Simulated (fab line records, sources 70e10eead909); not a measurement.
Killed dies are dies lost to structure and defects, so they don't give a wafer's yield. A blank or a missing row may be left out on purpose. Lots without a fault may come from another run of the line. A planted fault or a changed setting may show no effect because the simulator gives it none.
Chamber matching | flow nand_harc | NHARC_A_STAIRCASE_ETCHBACK_422 on rie_diel-07: 4 sister chambers
The step etches the open film in CH3F/O2, target depth 40 nm, time 74.286 s. 8 wafers are shown with their chamber, then 9 later ones without.

WAFERS WITH THEIR CHAMBER
wafer  | chamber | showerhead_plenum_p_Torr (Torr) | drypump_motor_current_A (A)
L079.2 | 2       | 2.33                            | 6.0
L084.5 | 2       | 2.33                            | 6.1
L084.6 | 1       | 2.30                            | 5.6
L085.4 | 0       | 2.64                            | 6.2
L085.6 | 3       | 2.51                            | 5.7
L089.1 | 3       | 2.50                            | 5.7
L089.4 | 0       | 2.64                            | 6.2
L089.5 | 1       | 2.30                            | 5.6

WAFERS WITHOUT THEIR CHAMBER
wafer  | showerhead_plenum_p_Torr (Torr) | drypump_motor_current_A (A)
L090.1 | 2.32                            | 6.1
L090.3 | 2.29                            | 5.6
L090.5 | 2.30                            | 5.6
L094.2 | 2.50                            | 5.7
L094.3 | 2.32                            | 6.1
L094.4 | 2.29                            | 5.6
L097.1 | 2.63                            | 6.3
L097.3 | 2.32                            | 6.1
L097.5 | 2.63                            | 6.3

WHICH CHAMBER EACH WENT THROUGH
wafer  | from the rows above | in truth
L090.1 | 2                   | 2
L090.3 | 1                   | 1
L090.5 | 1                   | 1
L094.2 | 3                   | 3
L094.3 | 2                   | 2
L094.4 | 1                   | 1
L097.1 | 0                   | 0
L097.3 | 2                   | 2
L097.5 | 0                   | 0
Placed correctly: 9 of 9. Can't be placed from these rows: 0. Placed wrongly: 0.
How it was worked out, from the rows above alone: a wafer's distance from a chamber is the root of the sum, over the readings, of the square of ((its reading less the chamber's mean) divided by the reading's scatter). The wafer belongs to the nearest chamber; if the next one is less than 2 further off, it can't be placed. A chamber's mean is the mean of its shown wafers. The scatter: the root of (the sum of the squares of (reading less its chamber's mean) over the shown wafers, divided by (wafers less chambers)).
